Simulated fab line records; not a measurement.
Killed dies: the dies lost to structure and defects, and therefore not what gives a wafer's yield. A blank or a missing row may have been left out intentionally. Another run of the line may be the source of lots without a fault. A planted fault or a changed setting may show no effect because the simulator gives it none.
fab line records :: flow n5-finfet
[record]
  lots = 7
  wafers = 39
route steps=1938 shown PASS1_CAP@1873 TV_LITHO@1875 TV_OPEN@1887
start-h: hours from the record's first day to the start of the lot's first wafer shown :: wait-h: time in hours since the lot's previous step :: " as in the row above :: L1.1+2: several wafers, shown together as one row :: - no value, or no start given :: * or withheld: withheld :: < > ~ a bound
route shown NAME@n: a module of which the file shows steps, and the number in the route of the first :: usual: average and standard deviation across the fault-free wafers :: same: alike in all rows :: chamber/n: place in a boat :: sites: readings site by site :: _std_site: the standard deviation of these :: _edge_site: inner sites' mean taken away from outer sites' mean :: radius-mm: how far each site lies from the wafer's centre :: mask NAME#n: copy n :: behind: the most recent tool/chamber to have shaped the wafer :: hold: why the lot was held/for how many hours/how that ended :: device: whichever transistor did not switch (one of n, p or np) :: end of line: tests run on the same wafers once the route is complete :: step lacking rows: just its recipe :: killed: dies lost to structure and defects at the first sort, not the wafer's yield :: map: a wafer's dies, marking killed ones x, the rest . and places with no die _
set.NAME: setting as actually run; set.NAME@STEP: the setting as run at that earlier step :: model.NAME: the simulator's own value behind a step, which no gauge read
lots where settings were altered on purpose, with a table for each step and a row for each wafer
[[steps]]
[step N5_PASSIVATION_PECVD_55]
[recipe]
  material = SiO2
  target-thk-a = 4000
  temp-c = 400
  precursor = SiH4/N2O
  pressure-torr = 2.7
  rf-w = 608
  time-s = 22.5
lot.wafer: L074.1
tool: pecvd-03
chamber: 1
start-h: 263.99
wait-h: 0.0
set.time-s: 35.66
model.SiO2_of_PASSIVATION_PECVD_55.thk-nm: 629.8

lot.wafer: L074.2+6
tool: pecvd-03
chamber: 0,2
start-h: 263.99
wait-h: 0.0
set.time-s: 22.5
model.SiO2_of_PASSIVATION_PECVD_55.thk-nm: 399.4

lot.wafer: L074.3
tool: pecvd-03
chamber: 2
start-h: 263.99
wait-h: 0.0
set.time-s: 35.66
model.SiO2_of_PASSIVATION_PECVD_55.thk-nm: 630

lot.wafer: L074.4
tool: pecvd-03
chamber: 1
start-h: 263.99
wait-h: 0.0
set.time-s: 22.5
model.SiO2_of_PASSIVATION_PECVD_55.thk-nm: 404.4

lot.wafer: L074.5
tool: pecvd-03
chamber: 0
start-h: 263.99
wait-h: 0.0
set.time-s: 35.66
model.SiO2_of_PASSIVATION_PECVD_55.thk-nm: 641.6

lot.wafer: L077.1
tool: pecvd-01
chamber: 2
start-h: 277.70
wait-h: 0.0
set.time-s: 22.5
model.SiO2_of_PASSIVATION_PECVD_55.thk-nm: 383.4

lot.wafer: L077.2+4
tool: pecvd-01
chamber: 0,2
start-h: 277.70
wait-h: 0.0
set.time-s: 9.155
model.SiO2_of_PASSIVATION_PECVD_55.thk-nm: 153.4

lot.wafer: L077.3
tool: pecvd-01
chamber: 1
start-h: 277.70
wait-h: 0.0
set.time-s: 22.5
model.SiO2_of_PASSIVATION_PECVD_55.thk-nm: 397.2

lot.wafer: L077.5
tool: pecvd-01
chamber: 0
start-h: 277.70
wait-h: 0.0
set.time-s: 9.155
model.SiO2_of_PASSIVATION_PECVD_55.thk-nm: 153.8

lot.wafer: L077.6
tool: pecvd-01
chamber: 1
start-h: 277.70
wait-h: 0.0
set.time-s: 22.5
model.SiO2_of_PASSIVATION_PECVD_55.thk-nm: 404.8

lot.wafer: L083.4
tool: pecvd-02
chamber: 1
start-h: 333.96
wait-h: 0.0
set.time-s: 22.5
model.SiO2_of_PASSIVATION_PECVD_55.thk-nm: 409

lot.wafer: L083.5
tool: pecvd-02
chamber: 2
start-h: 333.96
wait-h: 0.0
set.time-s: 22.5
model.SiO2_of_PASSIVATION_PECVD_55.thk-nm: 407

lot.wafer: L083.6
tool: pecvd-02
chamber: 0
start-h: 333.96
wait-h: 0.0
set.time-s: 22.5
model.SiO2_of_PASSIVATION_PECVD_55.thk-nm: 406

lot.wafer: L086.1
tool: pecvd-03
chamber: 0
start-h: 361.89
wait-h: 0.0
set.time-s: 22.5
model.SiO2_of_PASSIVATION_PECVD_55.thk-nm: 395.6

lot.wafer: L086.2
tool: pecvd-03
chamber: 2
start-h: 361.89
wait-h: 0.0
set.time-s: 22.5
model.SiO2_of_PASSIVATION_PECVD_55.thk-nm: 387

lot.wafer: L086.3
tool: pecvd-03
chamber: 1
start-h: 361.89
wait-h: 0.0
set.time-s: 10.38
model.SiO2_of_PASSIVATION_PECVD_55.thk-nm: 185.2

lot.wafer: L086.4
tool: pecvd-03
chamber: 1
start-h: 361.89
wait-h: 0.0
set.time-s: 22.5
model.SiO2_of_PASSIVATION_PECVD_55.thk-nm: 397

lot.wafer: L086.5
tool: pecvd-03
chamber: 2
start-h: 361.89
wait-h: 0.0
set.time-s: 10.38
model.SiO2_of_PASSIVATION_PECVD_55.thk-nm: 177.4

lot.wafer: L086.6
tool: pecvd-03
chamber: 0
start-h: 361.89
wait-h: 0.0
set.time-s: 10.38
model.SiO2_of_PASSIVATION_PECVD_55.thk-nm: 186.4

lot.wafer: L091.1
tool: pecvd-01
chamber: 2
start-h: 383.67
wait-h: 0.0
set.time-s: 22.5
model.SiO2_of_PASSIVATION_PECVD_55.thk-nm: 383.4

lot.wafer: L091.2
tool: pecvd-01
chamber: 1
start-h: 383.67
wait-h: 0.0
set.time-s: 14.34
model.SiO2_of_PASSIVATION_PECVD_55.thk-nm: 257.2

lot.wafer: L091.3
tool: pecvd-01
chamber: 0
start-h: 383.67
wait-h: 0.0
set.time-s: 14.34
model.SiO2_of_PASSIVATION_PECVD_55.thk-nm: 248.6

lot.wafer: L091.4
tool: pecvd-01
chamber: 2
start-h: 383.67
wait-h: 0.0
set.time-s: 14.34
model.SiO2_of_PASSIVATION_PECVD_55.thk-nm: 249

lot.wafer: L091.5
tool: pecvd-01
chamber: 1
start-h: 383.67
wait-h: 0.0
set.time-s: 22.5
model.SiO2_of_PASSIVATION_PECVD_55.thk-nm: 407.4

lot.wafer: L091.6
tool: pecvd-01
chamber: 0
start-h: 383.67
wait-h: 0.0
set.time-s: 22.5
model.SiO2_of_PASSIVATION_PECVD_55.thk-nm: 396.2

lot.wafer: L090.1
tool: pecvd-03
chamber: 2
start-h: 401.28
wait-h: 0.0
set.time-s: 22.5
model.SiO2_of_PASSIVATION_PECVD_55.thk-nm: 394.4

lot.wafer: L090.2
tool: pecvd-03
chamber: 0
start-h: 401.28
wait-h: 0.0
set.time-s: 22.5
model.SiO2_of_PASSIVATION_PECVD_55.thk-nm: 392.6

lot.wafer: L090.3
tool: pecvd-03
chamber: 1
start-h: 401.28
wait-h: 0.0
set.time-s: 22.5
model.SiO2_of_PASSIVATION_PECVD_55.thk-nm: 396.2

lot.wafer: L090.4
tool: pecvd-03
chamber: 0
start-h: 401.28
wait-h: 0.0
set.time-s: 22.5
model.SiO2_of_PASSIVATION_PECVD_55.thk-nm: 407.6

lot.wafer: L090.5
tool: pecvd-03
chamber: 2
start-h: 401.28
wait-h: 0.0
set.time-s: 22.5
model.SiO2_of_PASSIVATION_PECVD_55.thk-nm: 391.8

lot.wafer: L090.6
tool: pecvd-03
chamber: 1
start-h: 401.28
wait-h: 0.0
set.time-s: 22.5
model.SiO2_of_PASSIVATION_PECVD_55.thk-nm: 404.4

lot.wafer: L095.1
tool: pecvd-03
chamber: 2
start-h: 419.46
wait-h: 0.0
set.time-s: 22.5
model.SiO2_of_PASSIVATION_PECVD_55.thk-nm: 387.2

lot.wafer: L095.2
tool: pecvd-03
chamber: 1
start-h: 419.46
wait-h: 0.0
set.time-s: 22.5
model.SiO2_of_PASSIVATION_PECVD_55.thk-nm: 398

lot.wafer: L095.3
tool: pecvd-03
chamber: 0
start-h: 419.46
wait-h: 0.0
set.time-s: 22.5
model.SiO2_of_PASSIVATION_PECVD_55.thk-nm: 399.6

lot.wafer: L095.4
tool: pecvd-03
chamber: 1
start-h: 419.46
wait-h: 0.0
set.time-s: 22.5
model.SiO2_of_PASSIVATION_PECVD_55.thk-nm: 405.2

lot.wafer: L095.5
tool: pecvd-03
chamber: 0
start-h: 419.46
wait-h: 0.0
set.time-s: 22.5
model.SiO2_of_PASSIVATION_PECVD_55.thk-nm: 401.2

lot.wafer: L095.6
tool: pecvd-03
chamber: 2
start-h: 419.46
wait-h: 0.0
set.time-s: 22.5
model.SiO2_of_PASSIVATION_PECVD_55.thk-nm: 395
[step N5_PASSIVATION_PECVD_01]
[recipe]
  material = SiNx
  target-thk-a = 2000
  temp-c = 400
  precursor = SiH4/NH3/N2
  pressure-torr = 4.9
  rf-w = 1406
  time-s = 43.2
[step N5_PASSIVATION_HMDS_03]
[recipe]
  time-s = 60
  temp-c = 120
[step N5_PASSIVATION_DESCUM_12]
[recipe]
  chemistry = O2
  time-s = 7.9
  source-power-w = 50
  bias-power-w = 20
  pressure-mtorr = 20
  rf-frequency-hz = 2.712e+07
  temp-c = 40
  o2-flow-sccm = 225
[step N5_PASSIVATION_PASS_ETCH_74]
[recipe]
  chemistry = CF4/O2
  target = SiNx
  target-depth-a = 2200
  time-s = 110
  ion-energy-ev = 100
  pressure-mtorr = 40
  source-w = 535
  bias-w = 49
  Ar_flow_sccm = 100
  cf4-flow-sccm = 100
  O2_flow_sccm = 10
[step N5_PASSIVATION_VIA_ETCH_13]
[recipe]
  chemistry = CHF3/O2
  target = SiO2
  target-depth-a = 6600
  CHF3_flow_sccm = 50
  O2_flow_sccm = 5
  Ar_flow_sccm = 200
  time-s = 330
  mask-material = PR
  pressure-mtorr = 30
  source-w = 650
  bias-w = 170
  ion-energy-ev = 200
  ends = cleared
[usual]
  etch-rf-on-time-s = 238/5.3
lot.wafer: L074.1
tool: rie-diel-01
chamber: 3
start-h: 266.00
wait-h: 0.0
set.time-s@PASSIVATION_PECVD_55: 35.66
etch-rf-on-time-s: 375
model.TV_OPEN.cd-offset-nm: -0.6

lot.wafer: L074.2
tool: rie-diel-01
chamber: 2
start-h: 266.00
wait-h: 0.0
set.time-s@PASSIVATION_PECVD_55: 22.5
etch-rf-on-time-s: 239
model.TV_OPEN.cd-offset-nm: 2

lot.wafer: L074.3
tool: rie-diel-01
chamber: 1
start-h: 266.00
wait-h: 0.0
set.time-s@PASSIVATION_PECVD_55: 35.66
etch-rf-on-time-s: 382
model.TV_OPEN.cd-offset-nm: 0.2

lot.wafer: L074.4
tool: rie-diel-01
chamber: 0
start-h: 266.00
wait-h: 0.0
set.time-s@PASSIVATION_PECVD_55: 22.5
etch-rf-on-time-s: 230
model.TV_OPEN.cd-offset-nm: 1.4

lot.wafer: L074.5
tool: rie-diel-01
chamber: 0
start-h: 266.00
wait-h: 0.0
set.time-s@PASSIVATION_PECVD_55: 35.66
etch-rf-on-time-s: 368
model.TV_OPEN.cd-offset-nm: -2

lot.wafer: L074.6
tool: rie-diel-01
chamber: 1
start-h: 266.00
wait-h: 0.0
set.time-s@PASSIVATION_PECVD_55: 22.5
etch-rf-on-time-s: 240
model.TV_OPEN.cd-offset-nm: 2.6

lot.wafer: L077.1
tool: rie-diel-04
chamber: 3
start-h: 278.49
wait-h: 0.0
set.time-s@PASSIVATION_PECVD_55: 22.5
etch-rf-on-time-s: 225
model.TV_OPEN.cd-offset-nm: 1.8

lot.wafer: L077.2
tool: rie-diel-04
chamber: 2
start-h: 278.49
wait-h: 0.0
set.time-s@PASSIVATION_PECVD_55: 9.155
etch-rf-on-time-s: 91
model.TV_OPEN.cd-offset-nm: 4

lot.wafer: L077.3
tool: rie-diel-04
chamber: 1
start-h: 278.49
wait-h: 0.0
set.time-s@PASSIVATION_PECVD_55: 22.5
etch-rf-on-time-s: 236
model.TV_OPEN.cd-offset-nm: 1.8

lot.wafer: L077.4
tool: rie-diel-04
chamber: 0
start-h: 278.49
wait-h: 0.0
set.time-s@PASSIVATION_PECVD_55: 9.155
etch-rf-on-time-s: 92
model.TV_OPEN.cd-offset-nm: 5

lot.wafer: L077.5
tool: rie-diel-04
chamber: 3
start-h: 278.49
wait-h: 0.0
set.time-s@PASSIVATION_PECVD_55: 9.155
etch-rf-on-time-s: 91
model.TV_OPEN.cd-offset-nm: 4.2

lot.wafer: L077.6
tool: rie-diel-04
chamber: 0
start-h: 278.49
wait-h: 0.0
set.time-s@PASSIVATION_PECVD_55: 22.5
etch-rf-on-time-s: 243
model.TV_OPEN.cd-offset-nm: 2.6

lot.wafer: L083.4
tool: rie-diel-04
chamber: 2
start-h: 335.98
wait-h: 0.4
set.time-s@PASSIVATION_PECVD_55: 22.5
etch-rf-on-time-s: 245
model.TV_OPEN.cd-offset-nm: 1.8

lot.wafer: L083.5
tool: rie-diel-04
chamber: 2
start-h: 335.98
wait-h: 0.4
set.time-s@PASSIVATION_PECVD_55: 22.5
etch-rf-on-time-s: 245
model.TV_OPEN.cd-offset-nm: 1.8

lot.wafer: L083.6
tool: rie-diel-04
chamber: 2
start-h: 335.98
wait-h: 0.4
set.time-s@PASSIVATION_PECVD_55: 22.5
etch-rf-on-time-s: 245
model.TV_OPEN.cd-offset-nm: 1.8

lot.wafer: L086.1
tool: rie-diel-03
chamber: 1
start-h: 364.87
wait-h: 0.0
set.time-s@PASSIVATION_PECVD_55: 22.5
etch-rf-on-time-s: 239
model.TV_OPEN.cd-offset-nm: 1.8

lot.wafer: L086.2
tool: rie-diel-03
chamber: 2
start-h: 364.87
wait-h: 0.0
set.time-s@PASSIVATION_PECVD_55: 22.5
etch-rf-on-time-s: 233
model.TV_OPEN.cd-offset-nm: 2.2

lot.wafer: L086.3
tool: rie-diel-03
chamber: 0
start-h: 364.87
wait-h: 0.0
set.time-s@PASSIVATION_PECVD_55: 10.38
etch-rf-on-time-s: 114
model.TV_OPEN.cd-offset-nm: 5

lot.wafer: L086.4
tool: rie-diel-03
chamber: 0
start-h: 364.87
wait-h: 0.0
set.time-s@PASSIVATION_PECVD_55: 22.5
etch-rf-on-time-s: 244
model.TV_OPEN.cd-offset-nm: 2.4

lot.wafer: L086.5
tool: rie-diel-03
chamber: 1
start-h: 364.87
wait-h: 0.0
set.time-s@PASSIVATION_PECVD_55: 10.38
etch-rf-on-time-s: 106
model.TV_OPEN.cd-offset-nm: 4.2

lot.wafer: L086.6
tool: rie-diel-03
chamber: 2
start-h: 364.87
wait-h: 0.0
set.time-s@PASSIVATION_PECVD_55: 10.38
etch-rf-on-time-s: 113
model.TV_OPEN.cd-offset-nm: 4.6

lot.wafer: L091.1
tool: rie-diel-03
chamber: 0
start-h: 387.01
wait-h: 0.0
set.time-s@PASSIVATION_PECVD_55: 22.5
etch-rf-on-time-s: 233
model.TV_OPEN.cd-offset-nm: 2

lot.wafer: L091.2
tool: rie-diel-03
chamber: 1
start-h: 387.01
wait-h: 0.0
set.time-s@PASSIVATION_PECVD_55: 14.34
etch-rf-on-time-s: 152
model.TV_OPEN.cd-offset-nm: 3

lot.wafer: L091.3
tool: rie-diel-03
chamber: 2
start-h: 387.01
wait-h: 0.0
set.time-s@PASSIVATION_PECVD_55: 14.34
etch-rf-on-time-s: 148
model.TV_OPEN.cd-offset-nm: 3.4

lot.wafer: L091.4
tool: rie-diel-03
chamber: 2
start-h: 387.01
wait-h: 0.0
set.time-s@PASSIVATION_PECVD_55: 14.34
etch-rf-on-time-s: 147
model.TV_OPEN.cd-offset-nm: 3.4

lot.wafer: L091.5
tool: rie-diel-03
chamber: 1
start-h: 387.01
wait-h: 0.0
set.time-s@PASSIVATION_PECVD_55: 22.5
etch-rf-on-time-s: 242
model.TV_OPEN.cd-offset-nm: 1.2

lot.wafer: L091.6
tool: rie-diel-03
chamber: 0
start-h: 387.01
wait-h: 0.0
set.time-s@PASSIVATION_PECVD_55: 22.5
etch-rf-on-time-s: 242
model.TV_OPEN.cd-offset-nm: 1.8

lot.wafer: L090.1
tool: rie-diel-01
chamber: 2
start-h: 403.49
wait-h: 0.0
set.time-s@PASSIVATION_PECVD_55: 22.5
etch-rf-on-time-s: 241
model.TV_OPEN.cd-offset-nm: 2

lot.wafer: L090.2
tool: rie-diel-01
chamber: 1
start-h: 403.49
wait-h: 0.0
set.time-s@PASSIVATION_PECVD_55: 22.5
etch-rf-on-time-s: 230
model.TV_OPEN.cd-offset-nm: 2.4

lot.wafer: L090.3
tool: rie-diel-01
chamber: 3
start-h: 403.49
wait-h: 0.0
set.time-s@PASSIVATION_PECVD_55: 22.5
etch-rf-on-time-s: 241
model.TV_OPEN.cd-offset-nm: 1.4

lot.wafer: L090.4
tool: rie-diel-01
chamber: 0
start-h: 403.49
wait-h: 0.0
set.time-s@PASSIVATION_PECVD_55: 22.5
etch-rf-on-time-s: 238
model.TV_OPEN.cd-offset-nm: 1.2

lot.wafer: L090.5
tool: rie-diel-01
chamber: 3
start-h: 403.49
wait-h: 0.0
set.time-s@PASSIVATION_PECVD_55: 22.5
etch-rf-on-time-s: 238
model.TV_OPEN.cd-offset-nm: 1.8

lot.wafer: L090.6
tool: rie-diel-01
chamber: 0
start-h: 403.49
wait-h: 0.0
set.time-s@PASSIVATION_PECVD_55: 22.5
etch-rf-on-time-s: 238
model.TV_OPEN.cd-offset-nm: 1.4

lot.wafer: L095.1
tool: rie-diel-04
chamber: 2
start-h: 420.66
wait-h: 0.0
set.time-s@PASSIVATION_PECVD_55: 22.5
etch-rf-on-time-s: 230
model.TV_OPEN.cd-offset-nm: 1.4

lot.wafer: L095.2
tool: rie-diel-04
chamber: 1
start-h: 420.66
wait-h: 0.0
set.time-s@PASSIVATION_PECVD_55: 22.5
etch-rf-on-time-s: 232
model.TV_OPEN.cd-offset-nm: 1.6

lot.wafer: L095.3
tool: rie-diel-04
chamber: 3
start-h: 420.66
wait-h: 0.0
set.time-s@PASSIVATION_PECVD_55: 22.5
etch-rf-on-time-s: 233
model.TV_OPEN.cd-offset-nm: 1.6

lot.wafer: L095.4
tool: rie-diel-04
chamber: 0
start-h: 420.66
wait-h: 0.0
set.time-s@PASSIVATION_PECVD_55: 22.5
etch-rf-on-time-s: 242
model.TV_OPEN.cd-offset-nm: 2

lot.wafer: L095.5
tool: rie-diel-04
chamber: 3
start-h: 420.66
wait-h: 0.0
set.time-s@PASSIVATION_PECVD_55: 22.5
etch-rf-on-time-s: 234
model.TV_OPEN.cd-offset-nm: 1.4

lot.wafer: L095.6
tool: rie-diel-04
chamber: 2
start-h: 420.66
wait-h: 0.0
set.time-s@PASSIVATION_PECVD_55: 22.5
etch-rf-on-time-s: 235
model.TV_OPEN.cd-offset-nm: 1.4
[[key]]
[split]
  step = N5_PASSIVATION_PECVD_55
  setting = time-s
  stated = 22.5
  by = wafer
[response]
  step = N5_PASSIVATION_PECVD_55
  reading = model.SiO2_of_PASSIVATION_PECVD_55.thk-nm
  change = +3.99
  per = 1%
  r = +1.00
[response]
  step = N5_PASSIVATION_VIA_ETCH_13
  reading = etch-rf-on-time-s
  change = *
  per = 1%
  r = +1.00
[response]
  step = N5_PASSIVATION_VIA_ETCH_13
  reading = model.TV_OPEN.cd-offset-nm
  change = -0.0442
  per = 1%
  r = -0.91
